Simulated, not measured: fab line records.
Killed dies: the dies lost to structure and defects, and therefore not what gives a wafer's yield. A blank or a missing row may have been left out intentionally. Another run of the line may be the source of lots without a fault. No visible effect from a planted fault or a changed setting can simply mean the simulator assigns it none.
Problem report in the 8D (eight disciplines) form, filled by code	flow nand_harc	the parts of the form that need people (team, actions taken, sign-off) are left out

## 1. THE ISSUE
At NHARC_P_CONTACT_CD_MEAS_12, cd_nm averages 79.0 nm over 3 wafers from 2 lots, while fault-free wafers read 90.1 nm, standard deviation 0.52. That puts it -21 standard deviations away from the usual mean.
The step: target cd 90 nm.
Earliest sighting: wafer L408.1 on cd_sem-01 at day 8 17:58. Wafers with a number at this step in the record: 40, from 14 lots. The rule behind "out" and "out of limits": a value lying over 4 standard deviations away from the usual mean. Any other wafer with a number is counted as sound.

## 2. WHAT THIS IS AND IS NOT
question	is	is not
which readings at this step	cd_nm	-
which lots	L407, L408	L396, L397, L398, L400, L405, L413, L414, L415, L416, L417, L418, L419
which wafers of those lots	L407.4, L408.1, L408.3	L408.2
read on which gauges	cd_sem-01, cd_sem-02	cd_sem-03
when	from day 8 17:58	up to then (16 sound wafers); but 21 sound wafers of L413, L414, L415, L416, L417, L418, L419 came after

## 3. SUSPECTS, AND WHAT RULES EACH OUT
Counting: a tool at a process step up to the reading stays a suspect if it ran every lot that is out. Sound lots after the first of them don't rule it out here, since some wafers of a struck lot are sound.
- the gauge at NHARC_P_CONTACT_CD_MEAS_12: ruled out. Those wafers that are out were read across 2 gauges (cd_sem-01, cd_sem-02).
- plasma_asher-01 at NHARC_P_GATE_STRIP_76 (strips in O2): kept. It ran every lot that is out, first L408 (day 8 12:02); its last sound lot up to then is L405 (day 7 19:53).
- arfi_scanner-03 at NHARC_P_CONTACT_EXPOSE_09 (exposes mask P CA, target cd 90 nm): kept. It ran every lot that is out, first L408 (day 8 17:50); its last sound lot up to then is L405 (day 8 06:14).
- At NHARC_P_GATE_STRIP_76 on plasma_asher-01, chamber 1 took the sound wafers of the same lots and chamber 0 took the wafers that are out.
After counting, plasma_asher-01 at NHARC_P_GATE_STRIP_76 and arfi_scanner-03 at NHARC_P_CONTACT_EXPOSE_09 remain.

## 4. THE CAUSE (what the simulator had put in)
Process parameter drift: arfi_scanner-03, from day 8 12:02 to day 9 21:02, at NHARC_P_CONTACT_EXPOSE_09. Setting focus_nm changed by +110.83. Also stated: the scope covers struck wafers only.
Of the 2 suspects that counting leaves, this tool is one.

## 5. THE CHAIN OF EFFECTS, in route order
Rows list readings where the struck wafers' mean (over those with a number) sits beyond 3 standard deviations from the usual. Readings are gone through only where the record gives a usual standard deviation; hours: the median, over the lots, of the time from a lot's start at the first step in this table giving one to that lot's start at this step; sigmas: the change measured in usual standard deviations.
hours	step	reading	usual	on struck wafers	change	sigmas
0	NHARC_P_CONTACT_CD_MEAS_12	cd_nm	90.1 nm	79.0	-11.1	-21
362	NHARC_END_SORT_01	killed_at_periphery	3.3	35.0	+31.7	+15

## 6. HOW IT WOULD HAVE BEEN CAUGHT EARLIER
6 hours passed between the start of the fault at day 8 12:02 and the first reading out of limits at a measuring or inspecting step in this record, taken at day 8 17:58.
L407, from the lots that are out (2), started NHARC_P_CONTACT_EXPOSE_09 on arfi_scanner-03 later than day 8 17:58. Had the tool been put on hold then, it would have been spared.
